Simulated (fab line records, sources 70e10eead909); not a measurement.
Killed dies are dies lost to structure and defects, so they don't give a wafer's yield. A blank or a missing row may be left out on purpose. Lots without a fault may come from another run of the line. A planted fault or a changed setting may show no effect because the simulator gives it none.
Tool commonality check | flow nand_harc | 14 lots, 42 wafers sampled

WHY IT WAS OPENED
At NHARC_P_GATE_CD_MEAS_26 the reading cd_nm is flagged on 2 of 14 lots. Wafers without a fault read 119.9 nm, standard deviation 0.55.
Rule: a lot is flagged when every wafer of it that has a number lies more than 4 standard deviations from that mean, or none has a number. The other lots count as sound.

lot  | measured     | on        | cd_nm (nm), wafer by wafer | flag
L257 | day 4 22:01  | cd_sem-01 | 119.7 119.2 118.8          |
L258 | day 5 12:46  | cd_sem-03 | 119.1 119.4 119.7          |
L261 | day 6 20:08  | cd_sem-02 | 120.1 120.3 119.4          |
L262 | day 7 02:38  | cd_sem-03 | 120.3 120.4 119.7          |
L265 | day 8 14:11  | cd_sem-01 | 119.7 120.2 119.3          |
L266 | day 8 15:37  | cd_sem-01 | 120.2 119.7 119.9          |
L267 | day 9 13:25  | cd_sem-02 | 120.6 120.1 119.7          |
L269 | day 11 01:40 | cd_sem-02 | 120.7 120.2 120.1          |
L275 | day 12 18:39 | cd_sem-01 | 158.6 158.0 158.2          | FLAGGED
L276 | day 13 06:12 | cd_sem-03 | 119.5 119.8 119.9          |
L277 | day 13 17:41 | cd_sem-01 | 155.7 156.0 155.6          | FLAGGED
L279 | day 13 23:35 | cd_sem-01 | 120.0 120.5 120.1          |
L278 | day 14 00:08 | cd_sem-01 | 120.8 119.9 120.8          |
L280 | day 14 12:04 | cd_sem-03 | 119.8 119.4 120.0          |
The numbers of the flagged lots are 157.0 nm on average: +37.1 nm against the usual, or +67 standard deviations.

WHICH TOOL RAN EACH LOT
The record holds 2 process steps before the reading, out of a route of 1302 steps. In each cell: the tool, then ch and the chambers that the sampled wafers went through, then the start.
lot  | flag    | NHARC_P_ZERO_WELL_DESCUM_54        | NHARC_P_GATE_PEB_24
L257 |         | rie_diel-04 ch 0,1,3, day 2 01:52  | litho_track-06 ch 0, day 4 21:56
L258 |         | rie_diel-07 ch 0,1,3, day 2 11:56  | litho_track-06 ch 0, day 5 12:41
L261 |         | rie_diel-07 ch 0,2,3, day 3 18:05  | litho_track-06 ch 0, day 6 20:03
L262 |         | rie_diel-04 ch 2,3, day 4 03:54    | litho_track-01 ch 0, day 7 02:34
L265 |         | rie_diel-04 ch 0,1,3, day 5 10:37  | litho_track-04 ch 0, day 8 14:07
L266 |         | rie_diel-01 ch 0,1, day 5 19:56    | litho_track-01 ch 0, day 8 15:32
L267 |         | rie_diel-01 ch 1,2,3, day 6 06:07  | litho_track-01 ch 0, day 9 13:20
L269 |         | rie_diel-04 ch 0,1, day 7 18:47    | litho_track-01 ch 0, day 11 01:35
L275 | FLAGGED | rie_diel-07 ch 0,1,2, day 9 14:23  | litho_track-01 ch 0, day 12 18:34
L276 |         | rie_diel-04 ch 0,1,2, day 9 23:47  | litho_track-04 ch 0, day 13 06:07
L277 | FLAGGED | rie_diel-07 ch 0,1,3, day 10 09:55 | litho_track-01 ch 0, day 13 17:37
L279 |         | rie_diel-01 ch 0,1,2, day 11 05:58 | litho_track-06 ch 0, day 13 23:30
L278 |         | rie_diel-07 ch 0,2, day 10 19:53   | litho_track-04 ch 0, day 14 00:04
L280 |         | rie_diel-01 ch 1,2, day 11 15:57   | litho_track-04 ch 0, day 14 11:59
What these steps do:
- NHARC_P_ZERO_WELL_DESCUM_54: chemistry O2, time 3 s.
- NHARC_P_GATE_PEB_24: peb time 65 s.
- NHARC_P_GATE_CD_MEAS_26: target cd 120 nm.

FLAGGED OVER TOTAL, TOOL BY TOOL (the gauges that took the reading come last)
step                        | tool           | lots run | flagged | share of the flagged lots | sound lots run after its first flagged lot
NHARC_P_ZERO_WELL_DESCUM_54 | rie_diel-01    | 4        | 0       | none                      | -
NHARC_P_ZERO_WELL_DESCUM_54 | rie_diel-04    | 5        | 0       | none                      | -
NHARC_P_ZERO_WELL_DESCUM_54 | rie_diel-07    | 5        | 2       | all                       | 1 (L278)
NHARC_P_GATE_PEB_24         | litho_track-01 | 6        | 2       | all                       | 0
NHARC_P_GATE_PEB_24         | litho_track-04 | 4        | 0       | none                      | -
NHARC_P_GATE_PEB_24         | litho_track-06 | 4        | 0       | none                      | -
NHARC_P_GATE_CD_MEAS_26     | cd_sem-01      | 7        | 2       | all                       | 2 (L279,L278)
NHARC_P_GATE_CD_MEAS_26     | cd_sem-02      | 3        | 0       | none                      | -
NHARC_P_GATE_CD_MEAS_26     | cd_sem-03      | 4        | 0       | none                      | -

WHAT THE TABLE ALLOWS
3 rows of the table ran every flagged lot: rie_diel-07 at NHARC_P_ZERO_WELL_DESCUM_54, litho_track-01 at NHARC_P_GATE_PEB_24, cd_sem-01 at NHARC_P_GATE_CD_MEAS_26.
- rie_diel-07 at NHARC_P_ZERO_WELL_DESCUM_54: 2 of its 5 lots flagged. Sound lots ran on it after the first flagged one (L278), which a lasting fault on the whole tool wouldn't allow.
- litho_track-01 at NHARC_P_GATE_PEB_24: 2 of its 6 lots flagged. Its last sound lot is L269 (day 11 01:35), its first flagged lot L275 (day 12 18:34): a fault that began between those two fits. Its own readings lie more than 4 standard deviations out on every wafer of the flagged lots: heater_power_total_W, plate_temp_C.
- cd_sem-01 at NHARC_P_GATE_CD_MEAS_26: 2 of its 7 lots flagged. Sound lots ran on it after the first flagged one (L279, L278), which a lasting fault on the whole tool wouldn't allow.
One tool is left: litho_track-01 at NHARC_P_GATE_PEB_24.

WHAT THE SIMULATOR HAD PUT IN
Process parameter drift: litho_track-01, from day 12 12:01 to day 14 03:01, at NHARC_P_GATE_PEB_24. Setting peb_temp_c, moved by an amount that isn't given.
Lots struck among those shown: L275, L277. The rule above found the same.
